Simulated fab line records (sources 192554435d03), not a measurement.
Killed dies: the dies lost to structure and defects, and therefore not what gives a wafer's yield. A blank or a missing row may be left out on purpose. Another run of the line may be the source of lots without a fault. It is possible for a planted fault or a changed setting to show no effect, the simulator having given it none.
Lot-split experiment || flow n5Finfet || 7 lots, 21 wafers read, on a route of 1938 steps

ABOUT THE SPLIT
At N5_BEOL_M0_ETCH_109 (etches SiCN in CH3F/O2, target depth 8 nm, overetch 2.4 nm, time 27.4 s), the setting biasW was moved away from the recipe's 75 W on 6 of the 21 wafers read, by -13.6% to +8.6%. For the rest of the wafers, this setting stayed at what the recipe calls for.

Reading taken at the split's own step.

THE READING
rfVppV, in V, at N5_BEOL_M0_ETCH_109 (etches SiCN in CH3F/O2, target depth 8 nm, overetch 2.4 nm, time 27.4 s). A value of 297.4 V with a standard deviation of 1.7 V is what fault-free wafers of this fab line usually give.

{"wafer": "L074.3", "tool, chamber at the split": "rieDiel-06, 3", "biasW as run, W": 75, "against the recipe": "recipe", "rfVppV, V": 299.2, "against lot-mates on the recipe": "-"}
{"wafer": "L074.5", "tool, chamber at the split": "rieDiel-06, 1", "biasW as run, W": 67.62, "against the recipe": "-9.8%", "rfVppV, V": 279.8, "against lot-mates on the recipe": -18.7}
{"wafer": "L074.6", "tool, chamber at the split": "rieDiel-06, 2", "biasW as run, W": 75, "against the recipe": "recipe", "rfVppV, V": 297.9, "against lot-mates on the recipe": "-"}
{"wafer": "L076.2", "tool, chamber at the split": "rieDiel-06, 3", "biasW as run, W": 75, "against the recipe": "recipe", "rfVppV, V": 299.4, "against lot-mates on the recipe": "-"}
{"wafer": "L076.3", "tool, chamber at the split": "rieDiel-06, 2", "biasW as run, W": 75, "against the recipe": "recipe", "rfVppV, V": 298.1, "against lot-mates on the recipe": "-"}
{"wafer": "L076.4", "tool, chamber at the split": "rieDiel-06, 2", "biasW as run, W": 75, "against the recipe": "recipe", "rfVppV, V": 298.4, "against lot-mates on the recipe": "-"}
{"wafer": "L079.1", "tool, chamber at the split": "rieDiel-06, 0", "biasW as run, W": 79.61, "against the recipe": "+6.1%", "rfVppV, V": 312.0, "against lot-mates on the recipe": "+12.8"}
{"wafer": "L079.4", "tool, chamber at the split": "rieDiel-06, 1", "biasW as run, W": 75, "against the recipe": "recipe", "rfVppV, V": 299.2, "against lot-mates on the recipe": "-"}
{"wafer": "L079.6", "tool, chamber at the split": "rieDiel-06, 0", "biasW as run, W": 79.61, "against the recipe": "+6.1%", "rfVppV, V": 309.7, "against lot-mates on the recipe": "+10.5"}
{"wafer": "L083.1", "tool, chamber at the split": "rieDiel-04, 3", "biasW as run, W": 64.78, "against the recipe": "-13.6%", "rfVppV, V": 270.4, "against lot-mates on the recipe": -24.9}
{"wafer": "L083.5", "tool, chamber at the split": "rieDiel-04, 0", "biasW as run, W": 64.78, "against the recipe": "-13.6%", "rfVppV, V": 270.2, "against lot-mates on the recipe": -25.1}
{"wafer": "L083.6", "tool, chamber at the split": "rieDiel-04, 1", "biasW as run, W": 75, "against the recipe": "recipe", "rfVppV, V": 295.3, "against lot-mates on the recipe": "-"}
{"wafer": "L088.1", "tool, chamber at the split": "rieDiel-04, 0", "biasW as run, W": 81.48, "against the recipe": "+8.6%", "rfVppV, V": 311.7, "against lot-mates on the recipe": "+14.9"}
{"wafer": "L088.3", "tool, chamber at the split": "rieDiel-04, 3", "biasW as run, W": 75, "against the recipe": "recipe", "rfVppV, V": 297.8, "against lot-mates on the recipe": "-"}
{"wafer": "L088.5", "tool, chamber at the split": "rieDiel-04, 1", "biasW as run, W": 75, "against the recipe": "recipe", "rfVppV, V": 295.8, "against lot-mates on the recipe": "-"}
{"wafer": "L092.2", "tool, chamber at the split": "rieDiel-04, 0", "biasW as run, W": 75, "against the recipe": "recipe", "rfVppV, V": 294.9, "against lot-mates on the recipe": "-"}
{"wafer": "L092.5", "tool, chamber at the split": "rieDiel-04, 1", "biasW as run, W": 75, "against the recipe": "recipe", "rfVppV, V": 295.5, "against lot-mates on the recipe": "-"}
{"wafer": "L092.6", "tool, chamber at the split": "rieDiel-04, 2", "biasW as run, W": 75, "against the recipe": "recipe", "rfVppV, V": 297.0, "against lot-mates on the recipe": "-"}
{"wafer": "L095.1", "tool, chamber at the split": "rieDiel-03, 3", "biasW as run, W": 75, "against the recipe": "recipe", "rfVppV, V": 295.2, "against lot-mates on the recipe": "-"}
{"wafer": "L095.4", "tool, chamber at the split": "rieDiel-03, 2", "biasW as run, W": 75, "against the recipe": "recipe", "rfVppV, V": 295.8, "against lot-mates on the recipe": "-"}
{"wafer": "L095.5", "tool, chamber at the split": "rieDiel-03, 3", "biasW as run, W": 75, "against the recipe": "recipe", "rfVppV, V": 294.8, "against lot-mates on the recipe": "-"}

FIT RESULTS
A straight line over all 21 wafers: rfVppV changes by +1.93 V for each +1% of biasW; r = +0.99; the points scatter about the line by 1.8 V.
The same after taking each lot's own level away (the mean of its wafers on the recipe; 21 wafers): +1.84 V for each +1%; r = +1.00; scatter 0.76 V.
The reading moves by 25 V for the largest change in biasW, on that fit.
From 295.27 to 299.20 V: that is the span of the lots' own levels, equal to 2.3 times the standard deviation above.
The two slopes agree, so the slope changes little with the lot-to-lot level.
Check: -25.2 V against its lot-mates is what the line predicts for one of the wafers moved furthest among these (-13.6%) when that wafer is left out of the fit. It came out at -24.9 V against them.
Tool readings at the split's step, against how far the setting was moved: rfVppV r = +0.99.

OTHER SPLITS ON THESE WAFERS
Other splits were also applied to these wafers ahead of the reading. Each is held against what the fit with the lots' levels taken away leaves over:
{"other split on the same wafers": "N5_BEOL_M0_SAQP_COAT_34 spinRpm", "wafers away from the commonest value": 8, "r with rfVppV (lot level and that fit taken away)": -0.25}

FILE'S OWN FIT
rfVppV changes by +1.83 V for each +1% of biasW, r = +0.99.
